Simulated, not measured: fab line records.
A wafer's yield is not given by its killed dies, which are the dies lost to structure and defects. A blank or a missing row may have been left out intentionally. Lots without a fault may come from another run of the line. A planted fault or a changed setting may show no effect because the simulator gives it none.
Chamber matching + flow nand harc + NHARC_A_STAIRCASE_TRIM_187 on rie diel-13 has 3 sister chambers
The step chemistry O2, time 211.2 s. 6 wafers are shown with their chamber, then 7 later ones without.

== WAFERS PAIRED WITH THEIR CHAMBERS ==
| wafer  | chamber | drypump motor current A (A) | showerhead plenum p Torr (Torr) |
|--------|---------|-----------------------------|---------------------------------|
| L077.6 | 1       | 5.9                         | 3.34                            |
| L075.3 | 2       | 5.8                         | 3.78                            |
| L075.6 | 0       | 6.3                         | 3.26                            |
| L082.1 | 2       | 5.8                         | 3.77                            |
| L082.4 | 0       | 6.3                         | 3.81                            |
| L082.6 | 1       | 6.0                         | 3.33                            |

== WAFERS WHOSE CHAMBER IS MISSING ==
| wafer  | drypump motor current A (A) | showerhead plenum p Torr (Torr) |
|--------|-----------------------------|---------------------------------|
| L084.4 | 5.9                         | 3.77                            |
| L084.6 | 6.3                         | 3.81                            |
| L081.3 | 6.3                         | 3.81                            |
| L081.6 | 6.3                         | 3.81                            |
| L096.1 | 6.3                         | 3.79                            |
| L096.2 | 5.9                         | 3.31                            |
| L096.6 | 6.4                         | 3.79                            |

== THE CHAMBER EACH PASSED THROUGH ==
| wafer  | from the rows above     | in truth |
|--------|-------------------------|----------|
| L084.4 | can't be placed: 1 or 2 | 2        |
| L084.6 | 0                       | 0        |
| L081.3 | 0                       | 0        |
| L081.6 | 0                       | 0        |
| L096.1 | 0                       | 0        |
| L096.2 | can't be placed: 1 or 2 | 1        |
| L096.6 | 0                       | 0        |
Correctly placed: 5 of 7. These rows do not allow placing 2 (true chamber among the candidates in 2). 0 placed wrongly.
How it was worked out, from the rows above alone: a wafer's distance from a chamber is the root of the sum, over the readings, of the square of ((its reading less the chamber's mean) divided by the reading's scatter). The wafer belongs to the nearest chamber; if the next one is less than 2 further off, it can't be placed. For every chamber, the mean is computed from those of its wafers that are shown. The scatter is the square root of a quotient: the sum, over the shown wafers, of each reading's squared deviation from its chamber's mean, divided by wafers minus chambers.
